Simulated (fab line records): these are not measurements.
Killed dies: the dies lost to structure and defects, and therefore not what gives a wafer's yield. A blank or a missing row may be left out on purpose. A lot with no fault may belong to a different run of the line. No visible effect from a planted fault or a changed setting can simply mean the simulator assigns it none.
Which tool was responsible? || flow n5 finfet || 11 lots with 32 wafers sampled at 4 steps, on a route of 1938 steps

WHAT THE GAUGES READ, wafer by wafer
N5_BEOL_M10_INSPECT_58: inspects for defects (darkfield).
{"lot": "L306", "measured": "day 10 01:42", "on": "defect inspect-02", "raw defect count": "44 48 81"}
{"lot": "L307", "measured": "day 10 16:56", "on": "defect inspect-02", "raw defect count": "87 58 71"}
{"lot": "L309", "measured": "day 10 22:10", "on": "defect inspect-01", "raw defect count": "37 45 71"}
{"lot": "L308", "measured": "day 11 15:58", "on": "defect inspect-01", "raw defect count": "89 80 86"}
{"lot": "L311", "measured": "day 12 07:42", "on": "defect inspect-02", "raw defect count": "44 58 85"}
{"lot": "L314", "measured": "day 13 01:32", "on": "defect inspect-01", "raw defect count": "61 73"}
{"lot": "L323", "measured": "day 15 04:43", "on": "defect inspect-02", "raw defect count": "73 59 80"}
{"lot": "L325", "measured": "day 15 14:39", "on": "defect inspect-01", "raw defect count": "135 95 109"}
{"lot": "L326", "measured": "day 15 18:07", "on": "defect inspect-01", "raw defect count": "74 66 67"}
{"lot": "L327", "measured": "day 16 07:40", "on": "defect inspect-02", "raw defect count": "89 64 66"}
{"lot": "L328", "measured": "day 16 11:28", "on": "defect inspect-02", "raw defect count": "58 43 61"}

TOOL THAT RAN EACH LOT (tool first, then ch and the chambers of the sampled wafers, then the start)
{"lot": "L306", "N5_BEOL_M10_ETCH_65": "rie diel-01 ch 0,1, day 9 22:55", "N5_BEOL_M10_SURFACE_TREAT_76": "pvd sputter-03, day 10 00:31", "N5_BEOL_M10_CVD_75": "cvd co-02 ch 0,1,2, day 10 00:34"}
{"lot": "L307", "N5_BEOL_M10_ETCH_65": "rie diel-01 ch 0,3, day 10 14:06", "N5_BEOL_M10_SURFACE_TREAT_76": "pvd sputter-03, day 10 15:41", "N5_BEOL_M10_CVD_75": "cvd co-01 ch 0,2, day 10 15:45"}
{"lot": "L309", "N5_BEOL_M10_ETCH_65": "rie diel-01 ch 2,3, day 10 17:44", "N5_BEOL_M10_SURFACE_TREAT_76": "pvd sputter-01, day 10 20:54", "N5_BEOL_M10_CVD_75": "cvd co-01 ch 0,1, day 10 20:58"}
{"lot": "L308", "N5_BEOL_M10_ETCH_65": "rie diel-04 ch 1,2,3, day 11 12:08", "N5_BEOL_M10_SURFACE_TREAT_76": "pvd sputter-02, day 11 14:04", "N5_BEOL_M10_CVD_75": "cvd co-02 ch 0,1,2, day 11 14:19"}
{"lot": "L311", "N5_BEOL_M10_ETCH_65": "rie diel-06 ch 0,2, day 12 04:29", "N5_BEOL_M10_SURFACE_TREAT_76": "pvd sputter-03, day 12 06:19", "N5_BEOL_M10_CVD_75": "cvd co-01 ch 0,1,2, day 12 06:26"}
{"lot": "L314", "N5_BEOL_M10_ETCH_65": "rie diel-01 ch 0,2, day 12 22:11", "N5_BEOL_M10_SURFACE_TREAT_76": "pvd sputter-03, day 13 00:18", "N5_BEOL_M10_CVD_75": "cvd co-02 ch 0, day 13 00:24"}
{"lot": "L323", "N5_BEOL_M10_ETCH_65": "rie diel-01 ch 0,3, day 15 01:41", "N5_BEOL_M10_SURFACE_TREAT_76": "pvd sputter-03, day 15 03:16", "N5_BEOL_M10_CVD_75": "cvd co-01 ch 0,2, day 15 03:23"}
{"lot": "L325", "N5_BEOL_M10_ETCH_65": "rie diel-04 ch 1,2, day 15 10:12", "N5_BEOL_M10_SURFACE_TREAT_76": "pvd sputter-03, day 15 13:10", "N5_BEOL_M10_CVD_75": "cvd co-02 ch 0,1,2, day 15 13:15"}
{"lot": "L326", "N5_BEOL_M10_ETCH_65": "rie diel-04 ch 0,2,3, day 15 15:00", "N5_BEOL_M10_SURFACE_TREAT_76": "pvd sputter-03, day 15 16:33", "N5_BEOL_M10_CVD_75": "cvd co-01 ch 2, day 15 16:39"}
{"lot": "L327", "N5_BEOL_M10_ETCH_65": "rie diel-01 ch 0,2,3, day 16 03:57", "N5_BEOL_M10_SURFACE_TREAT_76": "pvd sputter-03, day 16 06:11", "N5_BEOL_M10_CVD_75": "cvd co-02 ch 0,1,2, day 16 06:16"}
{"lot": "L328", "N5_BEOL_M10_ETCH_65": "rie diel-01 ch 0,1,2, day 16 08:25", "N5_BEOL_M10_SURFACE_TREAT_76": "pvd sputter-02, day 16 10:08", "N5_BEOL_M10_CVD_75": "cvd co-01 ch 0,2, day 16 10:11"}
- N5_BEOL_M10_ETCH_65: etches SiARC in CF4, target depth 39 nm, time 65 s.
- N5_BEOL_M10_SURFACE_TREAT_76
- N5_BEOL_M10_CVD_75: deposits Co from CCTBA/H2, target thk 2 nm, time 138.9 s.

AS READ BY THE TOOLS THEMSELVES (means over the sampled wafers that have a number; for cases with no such wafer, the mark the record gives instead)
N5_BEOL_M10_ETCH_65.
{"lot": "L306", "tool": "rie diel-01", "drypump motor current A (A)": 5.3, "etch rf on time s (s)": 63.2, "oes product au (a.u.)": 0.63, "rf vpp V (V)": 184.5, "showerhead plenum p Torr (Torr)": 2.15, "throttle valve pct (%)": 15.81}
{"lot": "L307", "tool": "rie diel-01", "drypump motor current A (A)": 5.8, "etch rf on time s (s)": 63.2, "oes product au (a.u.)": 0.80, "rf vpp V (V)": 184.6, "showerhead plenum p Torr (Torr)": 2.14, "throttle valve pct (%)": 15.30}
{"lot": "L309", "tool": "rie diel-01", "drypump motor current A (A)": 5.8, "etch rf on time s (s)": 64.3, "oes product au (a.u.)": 0.76, "rf vpp V (V)": 182.4, "showerhead plenum p Torr (Torr)": 2.09, "throttle valve pct (%)": 15.34}
{"lot": "L308", "tool": "rie diel-04", "drypump motor current A (A)": 5.7, "etch rf on time s (s)": 65.1, "oes product au (a.u.)": 0.68, "rf vpp V (V)": 182.4, "showerhead plenum p Torr (Torr)": 2.13, "throttle valve pct (%)": 15.54}
{"lot": "L311", "tool": "rie diel-06", "drypump motor current A (A)": 5.6, "etch rf on time s (s)": 61.9, "oes product au (a.u.)": 0.68, "rf vpp V (V)": 184.4, "showerhead plenum p Torr (Torr)": 2.17, "throttle valve pct (%)": 15.53}
{"lot": "L314", "tool": "rie diel-01", "drypump motor current A (A)": 5.4, "etch rf on time s (s)": 64.8, "oes product au (a.u.)": 0.68, "rf vpp V (V)": 183.6, "showerhead plenum p Torr (Torr)": 2.15, "throttle valve pct (%)": 15.50}
{"lot": "L323", "tool": "rie diel-01", "drypump motor current A (A)": 5.8, "etch rf on time s (s)": 64.2, "oes product au (a.u.)": 0.73, "rf vpp V (V)": 183.8, "showerhead plenum p Torr (Torr)": 2.13, "throttle valve pct (%)": 15.38}
{"lot": "L325", "tool": "rie diel-04", "drypump motor current A (A)": 5.9, "etch rf on time s (s)": 66.2, "oes product au (a.u.)": 0.62, "rf vpp V (V)": 183.8, "showerhead plenum p Torr (Torr)": 2.13, "throttle valve pct (%)": 15.55}
{"lot": "L326", "tool": "rie diel-04", "drypump motor current A (A)": 5.7, "etch rf on time s (s)": 66.1, "oes product au (a.u.)": 0.62, "rf vpp V (V)": 183.2, "showerhead plenum p Torr (Torr)": 2.07, "throttle valve pct (%)": 15.61}
{"lot": "L327", "tool": "rie diel-01", "drypump motor current A (A)": 5.6, "etch rf on time s (s)": 63.3, "oes product au (a.u.)": 0.70, "rf vpp V (V)": 183.7, "showerhead plenum p Torr (Torr)": 2.12, "throttle valve pct (%)": 15.47}
{"lot": "L328", "tool": "rie diel-01", "drypump motor current A (A)": 5.3, "etch rf on time s (s)": 64.5, "oes product au (a.u.)": 0.68, "rf vpp V (V)": 184.3, "showerhead plenum p Torr (Torr)": 2.12, "throttle valve pct (%)": 15.56}

N5_BEOL_M10_CVD_75.
{"lot": "L306", "tool": "cvd co-02", "run length s (s)": 161.4}
{"lot": "L307", "tool": "cvd co-01", "run length s (s)": 161.3}
{"lot": "L309", "tool": "cvd co-01", "run length s (s)": 161.5}
{"lot": "L308", "tool": "cvd co-02", "run length s (s)": 161.3}
{"lot": "L311", "tool": "cvd co-01", "run length s (s)": 161.6}
{"lot": "L314", "tool": "cvd co-02", "run length s (s)": 141.7}
{"lot": "L323", "tool": "cvd co-01", "run length s (s)": 161.7}
{"lot": "L325", "tool": "cvd co-02", "run length s (s)": 161.5}
{"lot": "L326", "tool": "cvd co-01", "run length s (s)": 161.7}
{"lot": "L327", "tool": "cvd co-02", "run length s (s)": 161.6}
{"lot": "L328", "tool": "cvd co-01", "run length s (s)": 161.6}

THE ANSWER, worked out from the rows above alone
Rule: usual is defined by the lots themselves. Put in order of their means at a reading, lots are off if they are a third of the lots or fewer, leave a main group of 4 or more, and stand apart from it by a gap of 3 or more times the standard deviation of the main group's means; of several such gaps the widest counts. The tables above print the reading to a certain number of digits; a main group whose means all agree to those digits is not used. A lot without any number at a reading at which 4 lots or more have one is off too. Where the step has rows for the other lots, those lots are counted as sound. Order of review: gauges by route order, followed by the tools' own readings, for which a lot's mean as printed above is used. The first step at which some lot is off is used, and at that step the reading that is off furthest; a lot without a number counts as furthest.
Off: L314, at N5_BEOL_M10_CVD_75 (run length s). The main group: mean 161.5 s, standard deviation 0.14.
If a tool, at that step or one of the process steps before it, ran each lot that is off and ran no sound lot following the first of them, it fits. Of those tried, none fits.

WHAT THE SIMULATOR PUT IN
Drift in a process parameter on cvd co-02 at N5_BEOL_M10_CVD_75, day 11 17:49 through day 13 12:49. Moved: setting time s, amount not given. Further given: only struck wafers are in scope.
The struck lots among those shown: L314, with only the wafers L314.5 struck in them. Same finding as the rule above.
